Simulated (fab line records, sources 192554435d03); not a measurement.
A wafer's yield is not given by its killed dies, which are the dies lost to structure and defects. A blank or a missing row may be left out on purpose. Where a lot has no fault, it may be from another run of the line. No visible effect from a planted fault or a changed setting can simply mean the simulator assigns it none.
Lot-split experiment ; flow n5Finfet ; 21 wafers read across 7 lots, on a route 1938 steps long

## THE SPLIT ITSELF
At N5_BEOL_M4_DESCUM_33 (chemistry O2, time 7 s), the setting timeS was moved away from the recipe's 7 s on 6 of the 21 wafers read, by -13.4% to +20.4%. All remaining wafers had this setting at the recipe value.

## FROM THE SPLIT TO THE READING: what the file shows between them, 3 steps
- N5_BEOL_M4_ETCH_77: etches underlayer in N2/H2, target depth 6.5 nm, time 5.2 s
- N5_BEOL_M4_ETCH_69: etches SiARC in CF4, target depth 15.6 nm, time 26 s
- N5_BEOL_M4_ALD_98: deposits SiO2, target thk 2.5 nm, pulse time 1 s, co reactant pulse time 1 s

## THE READING
CAR-EUV_of_BEOL_M4_COAT_22.thkNm (the simulator's own value, which no gauge read), in nm, at N5_BEOL_M4_ETCHBACK_99 (etches SiO2 in CHF3, target depth 5 nm, time 10.4 s). There is no usual value for it anywhere in the file. Here, 15 wafers ran the recipe; their average is 10.4 nm with a standard deviation of 0.15 nm.

wafer;tool, chamber at the split;timeS as run, s;against the recipe;CAR-EUV_of_BEOL_M4_COAT_22.thkNm, nm;against lot-mates on the recipe
L074.2;rieDiel-06, 2;6.064;-13.4%;10.8;+0.6
L074.3;rieDiel-06, 1,3;7;recipe;10.2;-
L074.6;rieDiel-06, 1,3;7;recipe;10.2;-
L076.1;rieDiel-01, 0;7;recipe;10.4;-
L076.3;rieDiel-01, 2;8.149;+16.4%;9.8;-0.6
L076.5;rieDiel-01, 3;8.149;+16.4%;10.2;-0.2
L077.1;rieDiel-04, 1,3;7;recipe;10.4;-
L077.3;rieDiel-04, 1,3;7;recipe;10.4;-
L077.5;rieDiel-04, 0;7;recipe;10.6;-
L087.3;rieDiel-04, 2;7;recipe;10.4;-
L087.6;rieDiel-04, 2;7;recipe;10.4;-
L087.4;rieDiel-04, 0;7;recipe;10.6;-
L090.2;rieDiel-01, 3;7;recipe;10.6;-
L090.4;rieDiel-01, 2;8.425;+20.4%;9.6;-1.0
L090.5;rieDiel-01, 3;8.425;+20.4%;9.8;-0.8
L089.2;rieDiel-04, 2;7;recipe;10.2;-
L089.6;rieDiel-04, 2;7;recipe;10.2;-
L089.4;rieDiel-04, 0;7;recipe;10.6;-
L091.1;rieDiel-04, 3;7;recipe;10.4;-
L091.2;rieDiel-04, 2;8.31;+18.7%;9.4;-1.1
L091.3;rieDiel-04, 0;7;recipe;10.6;-
If several chambers appear in one row, that row covers several wafers at once and the file leaves open which wafer was in which chamber.

FIT RESULTS
A straight line over all 21 wafers: CAR-EUV_of_BEOL_M4_COAT_22.thkNm changes by -0.0349 nm for each +1% of timeS; r = -0.87; the points scatter about the line by 0.18 nm.
The same after taking each lot's own level away (the mean of its wafers on the recipe; 21 wafers): -0.0417 nm for each +1%; r = -0.91; scatter 0.17 nm.
The reading moves by 0.85 nm for the largest change in timeS, on that fit.
The lots' own levels span 10.20 to 10.60 nm, that is 2.6 times the standard deviation above.
Hence the slope depends on the lot-to-lot level, as the two fits are not the same.
Check: -0.795 nm against its lot-mates is what the line predicts for one of the wafers moved furthest among these (+20.4%) when that wafer is left out of the fit. Against them it came out at -1 nm.

## OTHER SPLITS ON THESE WAFERS
Other splits were also applied to these wafers ahead of the reading. Each is held against what the fit with the lots' levels taken away leaves over:
other split on the same wafers;wafers away from the commonest value;r with CAR-EUV_of_BEOL_M4_COAT_22.thkNm (lot level and that fit taken away)
N5_BEOL_M0_CUTY_ETCH_63 timeS;7;-0.30
N5_BEOL_M2_ILD_DEP_00 timeS;9;+0.04
N5_BEOL_M2_PECVD_72 tempC;8;+0.35
N5_BEOL_M2_TRENCH_ETCH_37 sourceW;8;-0.18

## THE WHOLE CHAIN: every reading that the file lists as answering this split, in the file's order
step;what it does;reading;change (the file's fit);r (the file's)
N5_BEOL_M4_DESCUM_33;chemistry O2, time 7 s;CAR-EUV_of_BEOL_M4_COAT_22.thkNm (the simulator's own value, which no gauge read);-0.0402 nm for each +1% of the setting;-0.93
N5_BEOL_M4_ETCH_77;etches underlayer in N2/H2, target depth 6.5 nm, time 5.2 s;CAR-EUV_of_BEOL_M4_COAT_22.thkNm (the simulator's own value, which no gauge read);-0.046 nm for each +1% of the setting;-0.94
N5_BEOL_M4_ETCH_69;etches SiARC in CF4, target depth 15.6 nm, time 26 s;CAR-EUV_of_BEOL_M4_COAT_22.thkNm (the simulator's own value, which no gauge read);-0.0428 nm for each +1% of the setting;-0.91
N5_BEOL_M4_ETCHBACK_99;etches SiO2 in CHF3, target depth 5 nm, time 10.4 s;CAR-EUV_of_BEOL_M4_COAT_22.thkNm (the simulator's own value, which no gauge read);-0.0441 nm for each +1% of the setting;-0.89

## FILE'S OWN FIT
CAR-EUV_of_BEOL_M4_COAT_22.thkNm changes by -0.0441 nm for each +1% of timeS, r = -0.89.
